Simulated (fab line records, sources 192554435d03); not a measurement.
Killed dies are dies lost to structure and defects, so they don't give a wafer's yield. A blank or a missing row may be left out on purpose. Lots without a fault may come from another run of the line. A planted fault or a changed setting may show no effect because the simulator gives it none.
Chamber matching | flow n5_finfet | N5_BEOL_M8_DEP_56 on pecvd-02: 3 sister chambers
The step deposits SiCN from 3MS/NH3, target thk 10 nm, time 17.5 s. 20 wafers are shown with their chamber, then 10 later ones without.

WAFERS WITH THEIR CHAMBER
wafer  | chamber | throttle_valve_pct (%) | showerhead_plenum_p_Torr (Torr)
L074.1 | 1       | 10.2                   | 3.652
L074.2 | 0       | 8.9                    | 3.656
L074.3 | 1       | 10.2                   | 3.658
L074.4 | 0       | 9.1                    | 3.657
L074.5 | 1       | 10.3                   | 3.659
L074.6 | 0       | 8.8                    | 3.651
L075.1 | 0       | 8.9                    | 3.654
L075.4 | 0       | 8.7                    | 3.648
L075.5 | 1       | 10.5                   | 3.657
L082.1 | 1       | 10.1                   | 3.664
L082.2 | 2       | 8.5                    | 3.679
L082.6 | 0       | 9.0                    | 3.649
L086.1 | 0       | 9.1                    | 3.664
L086.4 | 0       | 9.0                    | 3.657
L086.5 | 2       | 8.2                    | 3.677
L085.1 | 0       | 9.1                    | 3.646
L085.2 | 1       | 9.8                    | 3.661
L085.6 | 1       | 9.9                    | 3.664
L083.1 | 1       | 10.0                   | 3.656
L083.3 | 0       | 9.4                    | 3.648

SIGNATURES (means of the wafers above)
reading                  | chamber 0 | chamber 1 | chamber 2 | scatter within a chamber
throttle_valve_pct       | 9.000     | 10.125    | 8.350     | 0.209
showerhead_plenum_p_Torr | 3.65300   | 3.65888   | 3.67800   | 0.00486
Rule: a wafer's distance from a chamber is the root of the sum, over the readings, of the square of ((its reading less the chamber's mean) divided by the reading's scatter). The wafer belongs to the nearest chamber; if the next one is less than 2 further off, it can't be placed. The scatter: the root of (the sum of the squares of (reading less its chamber's mean) over the shown wafers, divided by (wafers less chambers)).

WAFERS WITHOUT THEIR CHAMBER
wafer  | throttle_valve_pct (%) | showerhead_plenum_p_Torr (Torr)
L083.5 | 9.2                    | 3.658
L090.1 | 9.1                    | 3.654
L090.4 | 10.4                   | 3.650
L090.5 | 8.4                    | 3.683
L092.1 | 8.3                    | 3.688
L092.3 | 9.3                    | 3.641
L092.5 | 10.2                   | 3.661
L093.3 | 8.8                    | 3.646
L093.5 | 8.3                    | 3.685
L093.6 | 10.2                   | 3.667

WHICH CHAMBER EACH WENT THROUGH
wafer  | from the rows above | in truth
L083.5 | 0                   | 0
L090.1 | 0                   | 0
L090.4 | 1                   | 1
L090.5 | 2                   | 2
L092.1 | 2                   | 2
L092.3 | 0                   | 0
L092.5 | 1                   | 1
L093.3 | 0                   | 0
L093.5 | 2                   | 2
L093.6 | 1                   | 1
Placed correctly: 10 of 10. Can't be placed from these rows: 0. Placed wrongly: 0.
